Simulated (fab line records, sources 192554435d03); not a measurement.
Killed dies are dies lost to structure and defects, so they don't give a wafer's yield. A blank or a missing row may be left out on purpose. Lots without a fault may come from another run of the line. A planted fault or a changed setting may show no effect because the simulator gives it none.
A struck lot beside a sound one | flow n5_finfet | 15 steps out of a route of 1938
Sound: wafers L385.2, L385.3, L385.6. Struck: wafers L397.1, L397.4, L397.6. The cause comes at the end.
At each step with rows: each side's tool, then ch and its chambers, then its first start. Under that, the readings that differ: sound wafers | struck wafers | difference of the means | sigmas: that difference in standard deviations of wafers without a fault.
alike: readings whose means differ by less than 2 such deviations, and words and numbers that are the same on both sides. not compared: withheld readings, readings that some wafer has no value for, bounds like >300 that may hide the same value, and numbers for which the record gives no deviation and whose values overlap.
The two part at a step that has a row with sigmas, a row that says differs or no value, or rows on one side only. Numbers that don't overlap but have no deviation are shown without sigmas and don't part them. A reading that every wafer of one side lacks parts them only if that side has two wafers or more.

first, 9 steps without rows for these wafers: N5_BEOL_M1_COAT_76 (time 60 s, resist thk 5 nm); N5_BEOL_M1_COAT_22 (resist thk 30 nm); N5_BEOL_M1_EBR_24; N5_BEOL_M1_SOFTBAKE_23 (time 60 s); N5_BEOL_M1_EXPOSE_25 (exposes mask V0, defocus 5 nm, target cd 24 nm); N5_BEOL_M1_PEB_26 (peb time 60 s); N5_BEOL_M1_DEVELOP_27 (develop time 30 s); N5_BEOL_M1_DESCUM_33 (chemistry O2, time 7 s); N5_BEOL_M1_ETCH_77 (etches underlayer in N2/H2, target depth 6.5 nm, time 5.2 s).
N5_BEOL_M1_ETCH_69: etches SiARC in CF4, target depth 15.6 nm, time 26 s.
  sound on rie_diel-06 ch 0,1,2, day 9 12:46; struck on rie_diel-04 ch 0,2,3, day 12 03:39
  no value came back on the struck wafers for any of 9 readings (bias_w (W), cf4_flow_sccm (sccm) and others); on the sound wafers bias_w (W) reads 35.99 36.16 36.15
  reading                                      | sound      | struck         | difference | sigmas
  model.CAR-EUV_of_BEOL_M1_COAT_22.thk_nm (nm) | 10.8 11 11 | 20.2 20.2 20.4 | +9.3       |
  not compared: rf_hours_counter_h
then, 1 step without rows for these wafers: N5_BEOL_M1_ALD_98 (deposits SiO2, target thk 2.5 nm, pulse time 1 s, co reactant pulse time 1 s).
N5_BEOL_M1_ETCHBACK_99: etches SiO2 in CHF3, target depth 5 nm, time 10.4 s.
  sound on rie_diel-02 ch 0,1,3, day 9 15:43; struck on rie_diel-04 ch 0,1,2, day 12 04:34
  reading                                      | sound          | struck         | difference | sigmas
  oes_product_au (a.u.)                        | 0.88 0.92 0.81 | 0.27 0.26 0.30 | -0.59      | -8
  model.CAR-EUV_of_BEOL_M1_COAT_22.thk_nm (nm) | 10 10.2 10.2   | 19.6 19.6 19.6 | +9.5       |
  alike: bias_w, drypump_motor_current_A, rf_fwd_power_W, rf_vpp_V, showerhead_plenum_p_Torr, throttle_valve_pct
  not compared: rf_hours_counter_h
N5_BEOL_M1_ETCH_70: etches SOC in N2/H2, target depth 80 nm, overetch 16 nm, time 120 s.
  sound on rie_diel-02 ch 0,1,3, day 9 15:45; struck on rie_diel-04 ch 0,1,2, day 12 04:36
  reading               | sound          | struck         | difference | sigmas
  oes_product_au (a.u.) | 0.67 0.70 0.62 | 0.27 0.27 0.29 | -0.39      | -7
  alike: bias_w, chamber_pressure_mTorr, drypump_motor_current_A, n2_flow_sccm, rf_fwd_power_W, rf_vpp_V, showerhead_plenum_p_Torr, throttle_valve_pct
  not compared: rf_hours_counter_h
N5_BEOL_M4_RC_MEAS_101:
  the record has rows for the sound wafers here (prober-01 ch 0, day 10 21:34) and none for the struck ones
-- the record jumps here: 6 days lie between the struck wafers' starts before and after (it left off in module BEOL_M4 and takes up again in module PASSIVATION, whose first step shown is number 1936 of the route) --
N5_PASSIVATION_PROBE_49:
  sound on prober-02, day 14 12:40; struck on prober-02, day 18 04:04
  reading                  | sound          | struck         | difference | sigmas
  defect_limited_yield (%) | 92.0 90.2 90.8 | 0 0 0          | -91        | -70
  killed_at_M0_to_M3       | 22 25 46       | 1102 1095 1114 | +1073      | +98
  killed_dies              | 94 116 109     | 1180 1180 1180 | +1074      | +72
  killed_on_rim            | 16 11 16       | 152 152 152    | +138       | +37
  sort_bin_5_function (%)  | 3.6 6.0 5.7    | 96.6 95.8 97.4 | +91.5      | +99 or more
  sort_n_pass              | 1086 1064 1071 | 0 0 0          | -1074      | -72
  sort_yield_pct (%)       | 92.0 90.2 90.8 | 0 0 0          | -91        | -70
  alike: killed_at_M4_up, killed_at_contacts, killed_at_front_end, killed_at_other, killed_open, killed_short, sort_bin_6_memory

WHERE THEY PART
First at N5_BEOL_M1_ETCH_69; last, within this record, at N5_PASSIVATION_PROBE_49.

WHY: what the simulator had put in
Skipped step whole: rie_diel-04, from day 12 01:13 on, at N5_BEOL_M1_ETCH_69. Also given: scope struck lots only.
